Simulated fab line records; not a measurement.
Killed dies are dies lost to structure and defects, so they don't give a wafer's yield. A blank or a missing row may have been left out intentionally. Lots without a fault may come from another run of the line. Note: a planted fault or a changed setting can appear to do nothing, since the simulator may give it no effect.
What tool caused it?    flow n5 finfet    Sampling: 10 lots, 30 wafers, 3 of 1938 route steps

WHAT THE GAUGES READ, wafer by wafer
N5_BEOL_M7_CD_MEAS_11 targets a cd of 38.5 nm. Usual: cd nm at 38.7 nm, with a standard deviation of 0.48.
lot   measured      on         cd nm (nm)      flag
L916  day 9 03:11   cd sem-01  38.5 39.3 39.5  
L918  day 9 19:54   cd sem-01  38.2 37.9 38.9  
L920  day 10 01:33  cd sem-01  39.5 39.5 38.4  
L922  day 10 19:33  cd sem-03  39.0 38.8 38.1  
L923  day 10 22:38  cd sem-02  39.0 38.5 38.8  
L924  day 10 22:48  cd sem-01  38.5 37.5 39.0  
L925  day 11 21:16  cd sem-01  39.1 39.0 38.4  
L926  day 12 08:10  cd sem-02  38.4 39.2 38.5  
L932  day 13 15:08  cd sem-02  38.6 38.4 39.1  
L936  day 15 01:55  cd sem-02  39.0 38.6 37.7  

WHAT TOOL EACH LOT RAN ON (gives the tool, then ch and the chambers of the sampled wafers, and finally the start)
lot   N5_BEOL_M7_PECVD_70              N5_BEOL_M7_HM_DEP_02
L916  pecvd-02 ch 0,1,2, day 9 02:29   pvd sputter-01, day 9 02:49
L918  pecvd-01 ch 1,2, day 9 18:32     pvd sputter-03, day 9 19:24
L920  pecvd-01 ch 0,1,2, day 9 23:14   pvd sputter-02, day 10 01:02
L922  pecvd-04 ch 0,1,2, day 10 18:39  pvd sputter-01, day 10 19:03
L923  pecvd-01 ch 0,1,2, day 10 21:18  pvd sputter-01, day 10 22:08
L924  pecvd-01 ch 0,1,2, day 10 21:31  pvd sputter-02, day 10 22:13
L925  pecvd-04 ch 0,1, day 11 17:38    pvd sputter-02, day 11 20:53
L926  pecvd-02 ch 0,1,2, day 12 05:58  pvd sputter-02, day 12 07:39
L932  pecvd-01 ch 1,2, day 13 13:18    pvd sputter-02, day 13 14:38
L936  pecvd-04 ch 0,1, day 15 01:11    pvd sputter-03, day 15 01:26
- N5_BEOL_M7_PECVD_70: deposits SiO2 from TEOS/O2, target thk 20 nm, time 22.7 s.
- N5_BEOL_M7_HM_DEP_02: deposits TiN, target thk 20 nm.

WHAT THE TOOLS THEMSELVES READ (means of the sampled wafers that have a number; where no wafer has one, the mark that the record gives instead)
N5_BEOL_M7_PECVD_70. Usual: chamber pressure Torr 5.500 Torr, standard deviation 0.012; heater power w 676 W, standard deviation 140; showerhead plenum p Torr 8.78 Torr, standard deviation 0.076; showerhead vpp V 1292 V, standard deviation 48; throttle valve pct 22.0 %, standard deviation 0.97.
lot   tool      chamber pressure Torr (Torr)  heater power w (W)  showerhead plenum p Torr (Torr)  showerhead vpp V (V)  throttle valve pct (%)  flag
L916  pecvd-02  5.492                         670                 8.83                             1277                  21.6                    
L918  pecvd-01  5.496                         783                 8.79                             1270                  22.7                    
L920  pecvd-01  5.502                         737                 8.79                             1264                  22.5                    
L922  pecvd-04  5.498                         607                 8.74                             1330                  21.8                    
L923  pecvd-01  5.496                         666                 8.77                             1261                  22.5                    
L924  pecvd-01  5.499                         702                 8.78                             1251                  22.6                    
L925  pecvd-04  5.503                         656                 8.80                             1312                  21.8                    
L926  pecvd-02  5.488                         671                 8.81                             1287                  21.7                    
L932  pecvd-01  5.504                         674                 8.78                             1246                  22.4                    
L936  pecvd-04  5.516                         512                 8.84                             1329                  21.7                    

N5_BEOL_M7_HM_DEP_02. Usual: throttle valve pct at 29.9 %, with a standard deviation of 0.99.
lot   tool            throttle valve pct (%)  flag
L916  pvd sputter-01  30.2                    
L918  pvd sputter-03  30.8                    
L920  pvd sputter-02  28.6                    
L922  pvd sputter-01  30.1                    
L923  pvd sputter-01  30.1                    
L924  pvd sputter-02  28.8                    
L925  pvd sputter-02  28.9                    
L926  pvd sputter-02  29.3                    
L932  pvd sputter-02  28.6                    
L936  pvd sputter-03  30.4                    

THE ANSWER, worked out from the rows above alone
Rule: a lot counts as off when the mean over its wafers that have a number is more than 3 standard deviations away from the usual mean. A lot without any number at a reading at which 4 lots or more have one is off too. The other lots that the step has rows for count as sound. Order of review: gauges by route order, followed by the tools' own readings, for which a lot's mean as printed above is used. At the first step where some lot is off, the reading lying furthest off is the one used; lots without a number count as furthest.
Across all readings shown, no lot is off: no conclusion can be drawn from this.

WHAT THE SIMULATOR HAD INSERTED
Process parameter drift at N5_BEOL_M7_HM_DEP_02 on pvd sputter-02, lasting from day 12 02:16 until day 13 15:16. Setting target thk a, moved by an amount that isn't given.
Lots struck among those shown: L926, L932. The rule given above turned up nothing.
